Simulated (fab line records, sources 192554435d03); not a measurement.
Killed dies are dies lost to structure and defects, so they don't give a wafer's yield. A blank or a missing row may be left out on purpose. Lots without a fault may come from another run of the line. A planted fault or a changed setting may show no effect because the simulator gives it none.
fab line records | flow n5_finfet
record lots=7 wafers=21
route steps=1938 shown HKMG_FIN@406 GATE_CUT@477 MOL_CONTACT_COAG@565
start_h: hours from the record's first day to the start of the lot's first wafer shown | wait_h: hours since the lot's step before | " the same as in the row above | L1.1+2: a row that stands for several wafers | - no value, or no start given | * or withheld: withheld | < > ~ a bound
route shown NAME@n: a module of which the file shows steps, and the number in the route of the first | usual: mean/standard deviation of fault-free wafers | same: alike in all rows | chamber/n: place in a boat | sites: the reading at each site | _std_site: their standard deviation | _edge_site: outer sites' mean less inner sites' | radius_mm: how far each site lies from the wafer's centre | mask NAME#n: copy n | behind: the tool/chamber that last shaped the wafer | hold: why the lot was held/for how many hours/how that ended | device: the transistor (n, p or np) that didn't switch | end of line: the same wafers' tests at the end of the route | a step without rows: its recipe alone | killed: dies lost to structure and defects at the first sort, not the wafer's yield | map: a wafer's dies, x killed, . not, _ none there
set.NAME: the setting as run; set.NAME@STEP: as run at that earlier step | model.NAME: the simulator's own value behind a step, which no gauge read
lots whose settings were changed on purpose; a table a step, a row a wafer
## steps
# step N5_HKMG_FIN_ETCH_58
# recipe chemistry=N2/H2 target=SOC target_depth_a=2158 ion_energy_ev=50 bias_w=13 time_s=741 pressure_mtorr=30 source_w=875 n2_flow_sccm=200 h2_flow_sccm=200
# usual rf_vpp_V=99.0/0.98
# columns lot.wafer tool chamber start_h wait_h set.source_w rf_vpp_V model.HKMG_FIN.feature_depth_nm model.etch.depth_nm
L076.1 rie_diel-06 2 81.94 0.0 875 99.6 232.8 232.9
L076.3 " 0 " " 875 99.7 213.8 213.8
L076.5 " 3 " " 875 98.2 209.8 209.9
L077.2 rie_diel-04 3 89.43 0.0 928.3 95.5 223.6 223.5
L077.3 " 1 " " 875 100.6 213.6 213.7
L077.4 " 0 " " 928.3 96.0 225.4 225.4
L080.1 rie_diel-04 3 113.63 0.0 875 98.2 214.4 214.4
L080.3 " 0 " " 720.9 105.1 181 181.1
L080.6 " 3 " " 720.9 106.8 181.6 181.6
L085.1 rie_diel-01 3 139.36 0.0 875 99.9 218 217.9
L085.3 " 1 " " 744.7 103.4 195.4 195.3
L085.6 " 1 " " 744.7 104.4 195.4 195.5
L088.2 rie_diel-04 0 156.89 0.0 875 98.4 217.6 217.7
L088.4 " 1 " " 875 98.8 214.8 214.7
L088.6 " 1 " " 875 98.5 214.2 214.3
L093.3 rie_diel-06 3 188.40 0.0 875 99.1 210.8 210.8
L093.4 " 0 " " 757.2 103.4 186.2 186.2
L093.6 " 1 " " 757.2 104.6 195.8 195.8
L095.1 rie_diel-01 3 203.88 0.0 875 98.3 221.8 221.8
L095.2 " 2 " " 875 98.6 218 218.1
L095.4 " 2 " " 875 98.2 216.4 216.3
# step N5_GATE_CUT_HM_DEP_46
# recipe material=SiO2 target_thk_a=1300 temp_c=400 precursor=TEOS/O2 pressure_torr=6.5 rf_w=900 teos_flow_sccm=161.4 gas=O2 flow_sccm=2650 time_s=26.6
# columns lot.wafer tool chamber start_h wait_h set.time_s model.SiO2_of_GATE_CUT_HM_DEP_46.thk_nm
L076.1 pecvd-04 0 92.70 0.0 26.6 130.2
L076.3 " 1 " " 26.6 127.6
L076.5 " 0 " " 26.6 133.4
L077.2+3 pecvd-03 2,1 100.46 0.0 26.6 131.4
L077.4 " 2 " " 30.36 150
L080.1 pecvd-02 0 124.46 0.0 26.6 127.8
L080.3 " 1 " " 26.6 126
L080.6 " 2 " " 26.6 130.2
L085.1 pecvd-03 0 151.20 0.0 23.42 114.4
L085.3 " 1 " " 26.6 126.8
L085.6 " 2 " " 23.42 113
L088.2 pecvd-03 1 168.18 0.0 26.6 128.8
L088.4 " 2 " " 26.6 129.8
L088.6 " 0 " " 26.6 131.6
L093.3 pecvd-02 1 199.18 0.0 30.57 145.2
L093.4 " 2 " " 26.6 130
L093.6 " 1 " " 26.6 127.6
L095.1 pecvd-03 0 214.71 0.0 26.6 129.2
L095.2 " 1 " " 27.67 134.4
L095.4 " 0 " " 27.67 137
# step N5_GATE_CUT_EXPOSE_10
# recipe mask_id=GATE_CUT na=0.33 source_shape=annular sigma_inner=0.35 sigma_outer=0.8 polarization=unpolarized target_cd_nm=20 dose_mj=43.25
# columns lot.wafer tool chamber start_h wait_h mask set.dose_mj
L076.1+3+5 euv_scanner-01 0 93.03 - GATE_CUT#0 43.25
L077.2 euv_scanner-01 0 100.67 - GATE_CUT#0 46.03
L077.3+4 " 0 " " GATE_CUT#0 43.25
L080.1+6 euv_scanner-02 0 124.78 - GATE_CUT#0 43.25
L080.3 " 0 " " GATE_CUT#0 45.24
L085.1+3 euv_scanner-02 0 151.53 - GATE_CUT#0 43.25
L085.6 " 0 " " GATE_CUT#0 40.59
L088.2+4+6 euv_scanner-01 0 168.53 - GATE_CUT#0 43.25
L093.3+6 euv_scanner-01 0 199.40 - GATE_CUT#0 43.25
L093.4 " 0 " " GATE_CUT#0 41.94
L095.1 euv_scanner-01 0 215.06 - GATE_CUT#0 43.25
L095.2+4 " 0 " " GATE_CUT#0 44.99
# step N5_GATE_CUT_PEB_11
# recipe peb_temp_c=100 peb_time_s=60 resist=CAR-EUV
# step N5_GATE_CUT_DEVELOP_12
# recipe develop_time_s=30 developer=TMAH resist=CAR-EUV rinse_liquid=surfactant_rinse dry=air_spin dev_temp_c=23
# step N5_GATE_CUT_CD_MEAS_13
# recipe target_cd_nm=20 landing_energy_ev=500 detector=se_inlens
# usual cd_nm=20.16/0.29
# columns lot.wafer tool chamber start_h wait_h set.dose_mj@GATE_CUT_EXPOSE_10 cd_nm
L076.1 cd_sem-02 0 93.16 - 43.25 19.86
L076.3 " 0 " " 43.25 19.35
L076.5 " 0 " " 43.25 19.69
L077.2 cd_sem-01 0 100.79 - 46.03 21.92
L077.3 " 0 " " 43.25 20.02
L077.4 " 0 " " 43.25 20.33
L080.1 cd_sem-01 0 124.92 - 43.25 20.05
L080.3 " 0 " " 45.24 21.65
L080.6 " 0 " " 43.25 20.49
L085.1 cd_sem-03 0 151.66 - 43.25 20.18
L085.3 " 0 " " 43.25 20.25
L085.6 " 0 " " 40.59 18.56
L088.2 cd_sem-02 0 168.65 - 43.25 19.69
L088.4 " 0 " " 43.25 19.91
L088.6 " 0 " " 43.25 19.99
L093.3 cd_sem-03 0 199.52 - 43.25 20.26
L093.4 " 0 " " 41.94 19.83
L093.6 " 0 " " 43.25 20.44
L095.1 cd_sem-03 0 215.20 - 43.25 20.47
L095.2 " 0 " " 44.99 21.04
L095.4 " 0 " " 44.99 21.37
# step N5_GATE_CUT_DESCUM_18
# recipe chemistry=O2 time_s=7 source_power_w=50 bias_power_w=20 pressure_mtorr=20 rf_frequency_hz=2.712e+07 temp_c=40 resist=CAR-EUV o2_flow_sccm=225
# columns lot.wafer tool chamber start_h wait_h set.dose_mj@GATE_CUT_EXPOSE_10 model.GATE_CUT.cd_nm
L076.1 rie_diel-03 1 93.28 0.0 43.25 20.2
L076.3 " 3 " " 43.25 19.8
L076.5 " 2 " " 43.25 20
L077.2 rie_diel-05 2 100.92 0.0 46.03 21.8
L077.3 " 3 " " 43.25 20.2
L077.4 " 0 " " 43.25 20.6
L080.1 rie_diel-02 0 125.24 0.2 43.25 20.2
L080.3 " 2 " " 45.24 21.2
L080.6 " 3 " " 43.25 20.4
L085.1 rie_diel-02 3 151.96 0.2 43.25 20
L085.3 " 2 " " 43.25 19.8
L085.6 " 1 " " 40.59 18.2
L088.2 rie_diel-03 3 168.84 0.1 43.25 19.8
L088.4 " 1 " " 43.25 20.4
L088.6 " 0 " " 43.25 20
L093.3 rie_diel-02 1 199.64 0.0 43.25 19.8
L093.4 " 2 " " 41.94 19.4
L093.6 " 3 " " 43.25 20.2
L095.1 rie_diel-05 0 215.52 0.2 43.25 20.6
L095.2 " 2 " " 44.99 21.2
L095.4 " 0 " " 44.99 21.4
# step N5_GATE_CUT_ETCH_28
# recipe chemistry=N2/H2 target=underlayer target_depth_a=130 mask_material=CAR-EUV time_s=10.4 ion_energy_ev=200 pressure_mtorr=30 source_w=840 bias_w=150 n2_flow_sccm=200 h2_flow_sccm=200 ends=cleared
# step N5_GATE_CUT_ETCH_36
# recipe chemistry=CF4 target=SiARC target_depth_a=130 mask_material=CAR-EUV time_s=21.7 ion_energy_ev=80 pressure_mtorr=40 source_w=545 bias_w=36 Ar_flow_sccm=100 cf4_flow_sccm=100 ends=cleared
# columns lot.wafer tool chamber start_h wait_h set.dose_mj@GATE_CUT_EXPOSE_10 model.GATE_CUT.cd_nm
L076.1 rie_diel-03 1 93.34 0.0 43.25 20.2
L076.3+5 " 3,2 " " 43.25 19.8
L077.2 rie_diel-05 2 100.97 0.0 46.03 22
L077.3 " 3 " " 43.25 20.2
L077.4 " 0 " " 43.25 20.6
L080.1 rie_diel-02 0 125.29 0.0 43.25 20.2
L080.3 " 2 " " 45.24 21
L080.6 " 3 " " 43.25 20.6
L085.1 rie_diel-02 3 152.02 0.0 43.25 20
L085.3 " 2 " " 43.25 19.6
L085.6 " 1 " " 40.59 18.4
L088.2 rie_diel-03 3 168.89 0.0 43.25 19.8
L088.4 " 1 " " 43.25 20.4
L088.6 " 0 " " 43.25 19.6
L093.3 rie_diel-02 1 199.69 0.0 43.25 19.8
L093.4 " 2 " " 41.94 19
L093.6 " 3 " " 43.25 20.4
L095.1 rie_diel-05 0 215.58 0.0 43.25 20.8
L095.2 " 2 " " 44.99 21.2
L095.4 " 0 " " 44.99 21.6
# step N5_GATE_CUT_ETCH_37
# recipe chemistry=N2/H2 target=SOC target_depth_a=600 overetch_a=120 mask_material=SiARC temp_c=40 time_s=90 ion_energy_ev=200 pressure_mtorr=30 source_w=840 bias_w=150 n2_flow_sccm=200 h2_flow_sccm=200
# step N5_GATE_CUT_STRIP_38
# recipe chemistry=N2/H2 temp_c=40 n2_flow_sccm=200 h2_flow_sccm=200 rf_frequency_hz=6e+07
# step N5_GATE_CUT_STRIP_39
# recipe chemistry=N2/H2 temp_c=40 n2_flow_sccm=200 h2_flow_sccm=200 rf_frequency_hz=6e+07
# step N5_GATE_CUT_HM_OPEN_40
# recipe chemistry=C4F6/O2 target=SiO2 mask_material=SiARC target_depth_a=1390 time_s=85.1 ion_energy_ev=250 pressure_mtorr=30 source_w=345 bias_w=185 Ar_flow_sccm=300 C4F6_flow_sccm=10 O2_flow_sccm=10 ends=cleared
# usual etch_rf_on_time_s=93.8/3
# columns lot.wafer tool chamber start_h wait_h set.time_s@GATE_CUT_HM_DEP_46 set.dose_mj@GATE_CUT_EXPOSE_10 etch_rf_on_time_s model.etch.depth_nm model.SOC_of_GATE_CUT_COAT_34.thk_nm model.GATE_CUT.cd_nm
L076.1 rie_diel-03 1 93.45 0.0 26.6 43.25 89.0 130.2 32.4 20.2
L076.3 " 3 " " 26.6 43.25 91.9 127.7 33.2 19.8
L076.5 " 2 " " 26.6 43.25 99.2 133.4 32.4 20
L077.2 rie_diel-05 2 101.08 0.0 26.6 46.03 95.1 131.4 32.2 22
L077.3 " 3 " " 26.6 43.25 94.0 131.5 32.8 20
L077.4 " 0 " " 30.36 43.25 108.2 149.9 28.2 20.6
L080.1 rie_diel-02 0 125.40 0.0 26.6 43.25 95.1 127.9 33 19.8
L080.3 " 2 " " 26.6 45.24 94.6 126.1 32.4 21
L080.6 " 3 " " 26.6 43.25 96.7 130.2 32 20.8
L085.1 rie_diel-02 3 152.13 0.0 23.42 43.25 83.4 114.3 35.6 20.2
L085.3 " 2 " " 26.6 43.25 93.3 126.8 32.8 19.6
L085.6 " 1 " " 23.42 40.59 81.6 113.1 35.8 18.4
L088.2 rie_diel-03 3 169.00 0.0 26.6 43.25 94.9 128.8 32.8 19.8
L088.4 " 1 " " 26.6 43.25 88.0 129.8 32.8 20.6
L088.6 " 0 " " 26.6 43.25 92.4 131.6 33 20.2
L093.3 rie_diel-02 1 199.80 0.0 30.57 43.25 105.7 145.2 29.2 20
L093.4 " 2 " " 26.6 41.94 96.6 130 32.4 19.2
L093.6 " 3 " " 26.6 43.25 93.0 127.6 32.8 20.4
L095.1 rie_diel-05 0 215.69 0.0 26.6 43.25 97.3 129.1 32.8 20.6
L095.2 " 2 " " 27.67 44.99 99.0 134.4 31.4 21.4
L095.4 " 0 " " 27.67 44.99 102.7 137 31 21.4
# step N5_GATE_CUT_STRIP_41
# recipe chemistry=CF4 resist=SiARC power_w=300 bias_power_w=75 pressure_mtorr=50 cf4_flow_sccm=150 rf_frequency_hz=6e+07
# step N5_GATE_CUT_STRIP_42
# recipe chemistry=O2 power_w=400 temp_c=40 pressure_mtorr=30 rf_frequency_hz=6e+07 bias_power_w=0 overash_fraction=0.3 o2_flow_sccm=225
# step N5_GATE_CUT_ALD_22
# recipe material=SiNx target_thk_a=160 temp_c=400 ald_precursor_family=SiH2I2 ald_co_reactant=N2/H2-plasma pulse_time_s=1 ald_cycles=320 purge_time_s=2 co_reactant_purge_time_s=2 pressure_torr=2
# step N5_GATE_CUT_CMP_23
# recipe stop_on=SiO2 t_overpolish_s=23.4 post_cmp_clean=alkaline_brush down_force_psi=2.5 platen_rpm=51.8 pad_velocity_m_s=1.0307 target_thk_nm=16
# step N5_GATE_CUT_THK_MEAS_24
# recipe reads=SiO2_of_GATE_CUT_HM_DEP_46+SiO2_flowable_of_ILD0_FCVD_FILL_01
# usual GC_FILL_THK=219.8/2.7
# columns lot.wafer tool chamber start_h wait_h set.time_s@GATE_CUT_HM_DEP_46 GC_FILL_THK[nm]
L076.1 film_metro-02 - 96.38 - 26.6 220.2
L076.3 " - " " 26.6 218.0
L076.5 " - " " 26.6 223.4
L077.2 film_metro-01 - 103.54 - 26.6 220.1
L077.3 " - " " 26.6 222.0
L077.4 " - " " 30.36 239.1
L080.1 film_metro-02 - 127.87 - 26.6 219.4
L080.3 " - " " 26.6 216.3
L080.6 " - " " 26.6 220.7
L085.1 film_metro-02 - 154.79 - 23.42 206.1
L085.3 " - " " 26.6 219.0
L085.6 " - " " 23.42 204.9
L088.2 film_metro-02 - 171.74 - 26.6 218.9
L088.4 " - " " 26.6 219.3
L088.6 " - " " 26.6 221.4
L093.3 film_metro-01 - 202.58 - 30.57 235.5
L093.4 " - " " 26.6 220.0
L093.6 " - " " 26.6 218.3
L095.1 film_metro-02 - 218.15 - 26.6 219.4
L095.2 " - " " 27.67 225.7
L095.4 " - " " 27.67 226.7
# step N5_GATE_CUT_CMP_43
# recipe material=SiO2 post_cmp_clean=rinse_only
# columns lot.wafer tool chamber start_h wait_h set.time_s@GATE_CUT_HM_DEP_46 model.SiO2_of_GATE_CUT_HM_DEP_46.thk_nm
L076.3 cmp-02 0 96.41 0.0 26.6 4.8
L076.1 " 1 " " 26.6 5
L076.5 " 1 " " 26.6 5.2
L077.2+3 cmp-01 0,3 103.57 0.0 26.6 5
L077.4 " 2 " " 30.36 6
L080.3+1 cmp-02 3,1 127.98 0.1 26.6 4.8
L080.6 " 0 " " 26.6 5
L085.3 cmp-01 0 154.82 0.0 26.6 4.8
L085.1+6 " 3,0 " " 23.42 4.2
L088.2+4+6 cmp-01 3,0,3 171.85 0.1 26.6 5
L093.3 cmp-03 1 202.77 0.2 30.57 5.8
L093.4 " 2 " " 26.6 5
L093.6 " 0 " " 26.6 4.8
L095.1 cmp-01 0 218.18 0.0 26.6 5
L095.2 " 2 " " 27.67 5.2
L095.4 " 3 " " 27.67 5.4
# step N5_MOL_CONTACT_COAG_COAT_76
# recipe resist=SiARC temp_c=220 time_s=60 spin_rpm=1500 resist_thk_nm=10
# columns lot.wafer tool chamber start_h wait_h set.spin_rpm model.SiARC_of_MOL_CONTACT_COAG_COAT_76.thk_nm
L076.1+3+5 litho_track-01 0 - - 1500 10
L077.2 litho_track-04 0 - - 1500 10
L077.3+4 " 0 " " 1592 9.8
L080.1 litho_track-01 0 - - 1401 10.4
L080.3+6 " 0 " " 1500 10
L085.1+6 litho_track-03 0 - - 1623 9.6
L085.3 " 0 " " 1500 10
L088.2+4 litho_track-03 0 - - 1500 10
L088.6 " 0 " " 1440 10.2
L093.3+6 litho_track-03 0 - - 1427 10.2
L093.4 " 0 " " 1500 10
L095.1+2+4 litho_track-04 0 - - 1666 9.6
# step N5_MOL_CONTACT_COAG_COAT_77
# recipe resist=underlayer temp_c=205 time_s=60 spin_rpm=1500 resist_thk_nm=10
# step N5_MOL_CONTACT_COAG_COAT_78
# recipe resist=CAR-EUV spin_rpm=1500 resist_thk_nm=40
# step N5_MOL_CONTACT_COAG_DESCUM_88
# recipe chemistry=O2 time_s=7 source_power_w=50 bias_power_w=20 pressure_mtorr=20 rf_frequency_hz=2.712e+07 temp_c=40 resist=CAR-EUV o2_flow_sccm=225
# step N5_MOL_CONTACT_COAG_ETCH_89
# recipe chemistry=N2/H2 target=underlayer target_depth_a=130 mask_material=CAR-EUV time_s=10.4 ion_energy_ev=200 pressure_mtorr=30 source_w=840 bias_w=150 n2_flow_sccm=200 h2_flow_sccm=200 ends=cleared
# step N5_MOL_CONTACT_COAG_ETCH_90
# recipe chemistry=CF4 target=SiARC target_depth_a=130 mask_material=CAR-EUV time_s=21.7 ion_energy_ev=80 pressure_mtorr=40 source_w=545 bias_w=36 Ar_flow_sccm=100 cf4_flow_sccm=100 ends=cleared
# columns lot.wafer tool chamber start_h wait_h set.spin_rpm@MOL_CONTACT_COAG_COAT_76 model.etch.depth_nm
L076.1 rie_diel-01 2 110.20 0.0 1500 10.02
L076.3 " 1 " " 1500 10.06
L076.5 " 1 " " 1500 10.03
L077.2 rie_diel-04 0 115.15 0.0 1500 10.01
L077.3 " 1 " " 1592 9.724
L077.4 " 2 " " 1592 9.739
L080.1 rie_diel-06 2 140.38 0.0 1401 10.39
L080.3 " 1 " " 1500 10.02
L080.6 " 3 " " 1500 10.07
L085.1 rie_diel-01 0 166.77 0.0 1623 9.666
L085.3 " 1 " " 1500 10.05
L085.6 " 3 " " 1623 9.674
L088.2 rie_diel-06 3 186.53 0.0 1500 10.03
L088.4 " 0 " " 1500 10.04
L088.6 " 2 " " 1440 10.25
L093.3 rie_diel-01 1 213.22 0.0 1427 10.27
L093.4 " 1 " " 1500 9.991
L093.6 " 2 " " 1427 10.26
L095.1 rie_diel-06 1 230.93 0.0 1666 9.525
L095.2 " 3 " " 1666 9.532
L095.4 " 0 " " 1666 9.521
# step N5_MOL_CONTACT_COAG_EXPOSE_37
# recipe mask_id=VD na=0.33 source_shape=annular sigma_inner=0.3 sigma_outer=0.7 polarization=unpolarized defocus_nm=0 dose_mj=62
# columns lot.wafer tool chamber start_h wait_h mask set.dose_mj
L076.1+3+5 euv_scanner-01 0 111.12 - VD#0 62
L077.2 euv_scanner-01 0 116.09 - VD#0 66.6
L077.3+4 " 0 " " VD#0 62
L080.1+3 euv_scanner-01 0 141.31 - VD#0 58.81
L080.6 " 0 " " VD#0 62
L085.1+3 euv_scanner-01 0 167.70 - VD#0 62
L085.6 " 0 " " VD#0 58.62
L088.2+6 euv_scanner-01 0 187.92 - VD#0 65.09
L088.4 " 0 " " VD#0 62
L093.3+4+6 euv_scanner-01 0 214.29 - VD#0 62
L095.1+2+4 euv_scanner-01 0 231.91 - VD#0 62
# step N5_MOL_CONTACT_COAG_PEB_38
# recipe peb_temp_c=100 peb_time_s=60 resist=CAR-EUV
# step N5_MOL_CONTACT_COAG_DEVELOP_39
# recipe develop_time_s=30 developer=TMAH resist=CAR-EUV rinse_liquid=surfactant_rinse dry=air_spin dev_temp_c=23
# step N5_MOL_CONTACT_COAG_CD_MEAS_40
# recipe target_cd_nm=25.1 landing_energy_ev=500 detector=se_inlens polarity=opening
# usual cd_nm=25.06/0.23
# columns lot.wafer tool chamber start_h wait_h set.dose_mj@MOL_CONTACT_COAG_EXPOSE_37 cd_nm
L076.1 cd_sem-02 0 111.27 - 62 25.25
L076.3 " 0 " " 62 25.26
L076.5 " 0 " " 62 25.02
L077.2 cd_sem-03 0 116.22 - 66.6 26.27
L077.3 " 0 " " 62 25.16
L077.4 " 0 " " 62 25.18
L080.1 cd_sem-03 0 141.45 - 58.81 23.87
L080.3 " 0 " " 58.81 24.35
L080.6 " 0 " " 62 24.96
L085.1 cd_sem-01 0 167.84 - 62 24.89
L085.3 " 0 " " 62 25.14
L085.6 " 0 " " 58.62 24.22
L088.2 cd_sem-02 0 188.05 - 65.09 25.70
L088.4 " 0 " " 62 25.23
L088.6 " 0 " " 65.09 26.18
L093.3 cd_sem-02 0 214.42 - 62 25.20
L093.4 " 0 " " 62 25.11
L093.6 " 0 " " 62 25.13
L095.1 cd_sem-01 0 232.05 - 62 25.08
L095.2 " 0 " " 62 25.39
L095.4 " 0 " " 62 25.16
# step N5_MOL_CONTACT_COAG_ALD_133
# recipe material=SiO2 target_thk_a=50 temp_c=100 ald_precursor_family=BDEAS ald_co_reactant=O2-plasma pulse_time_s=1 co_reactant_pulse_time_s=1 purge_time_s=2 co_reactant_purge_time_s=2 ald_cycles=35 pressure_torr=2
# columns lot.wafer tool chamber start_h wait_h set.ald_cycles model.SiO2_of_MOL_CONTACT_COAG_ALD_133.thk_nm
L076.1+3+5 ald_sin-04 0,2,0 111.95 0.5 35 5
L077.2+4 ald_sin-01 2,1 116.54 0.1 38 5.4
L077.3 " 3 " " 35 5
L080.1 ald_sin-01 3 141.81 0.1 38 5.4
L080.3+6 " 0 " " 35 5
L085.1 ald_sin-01 3 168.15 0.1 31 4.4
L085.3+6 " 0,2 " " 35 5
L088.2+6 ald_sin-01 0 188.59 0.3 35 5
L088.4 " 2 " " 40 5.8
L093.3+6 ald_sin-04 2,0 214.67 0.1 35 5
L093.4 " 0 " " 33 4.8
L095.1+2 ald_sin-01 2,3 232.37 0.1 39 5.6
L095.4 " 1 " " 35 5
## key
split step=N5_HKMG_FIN_ETCH_58 setting=source_w stated=875 by=wafer
response step=N5_HKMG_FIN_ETCH_58 reading=rf_vpp_V change=-0.39 per=1% r=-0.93
response step=N5_HKMG_FIN_ETCH_58 reading=model.HKMG_FIN.feature_depth_nm change=+1.67 per=1% r=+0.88
response step=N5_HKMG_FIN_ETCH_58 reading=model.etch.depth_nm change=+1.66 per=1% r=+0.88
split step=N5_GATE_CUT_HM_DEP_46 setting=time_s stated=26.6 by=wafer
response step=N5_GATE_CUT_HM_DEP_46 reading=model.SiO2_of_GATE_CUT_HM_DEP_46.thk_nm change=+1.19 per=1% r=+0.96
response step=N5_GATE_CUT_HM_OPEN_40 reading=etch_rf_on_time_s change=* per=1% r=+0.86
response step=N5_GATE_CUT_HM_OPEN_40 reading=model.etch.depth_nm change=+1.19 per=1% r=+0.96
response step=N5_GATE_CUT_HM_OPEN_40 reading=model.SOC_of_GATE_CUT_COAT_34.thk_nm change=-0.262 per=1% r=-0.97
response step=N5_GATE_CUT_THK_MEAS_24 reading=GC_FILL_THK change=+1.18 per=1% r=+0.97
response step=N5_GATE_CUT_CMP_43 reading=model.SiO2_of_GATE_CUT_HM_DEP_46.thk_nm change=+0.0618 per=1% r=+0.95
split step=N5_GATE_CUT_EXPOSE_10 setting=dose_mj stated=43.25 by=wafer
response step=N5_GATE_CUT_CD_MEAS_13 reading=cd_nm change=+0.257 per=1% r=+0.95
response step=N5_GATE_CUT_DESCUM_18 reading=model.GATE_CUT.cd_nm change=+0.225 per=1% r=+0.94
response step=N5_GATE_CUT_ETCH_36 reading=model.GATE_CUT.cd_nm change=+0.218 per=1% r=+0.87
response step=N5_GATE_CUT_HM_OPEN_40 reading=model.GATE_CUT.cd_nm change=+0.236 per=1% r=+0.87
split step=N5_MOL_CONTACT_COAG_COAT_76 setting=spin_rpm stated=1500 by=wafer
response step=N5_MOL_CONTACT_COAG_COAT_76 reading=model.SiARC_of_MOL_CONTACT_COAG_COAT_76.thk_nm change=-0.0474 per=1% r=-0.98
response step=N5_MOL_CONTACT_COAG_ETCH_90 reading=model.etch.depth_nm change=-0.0492 per=1% r=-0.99
split step=N5_MOL_CONTACT_COAG_EXPOSE_37 setting=dose_mj stated=62 by=wafer
response step=N5_MOL_CONTACT_COAG_CD_MEAS_40 reading=cd_nm change=+0.15 per=1% r=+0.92
split step=N5_MOL_CONTACT_COAG_ALD_133 setting=ald_cycles stated=35 by=wafer
response step=N5_MOL_CONTACT_COAG_ALD_133 reading=model.SiO2_of_MOL_CONTACT_COAG_ALD_133.thk_nm change=+0.0514 per=1% r=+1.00
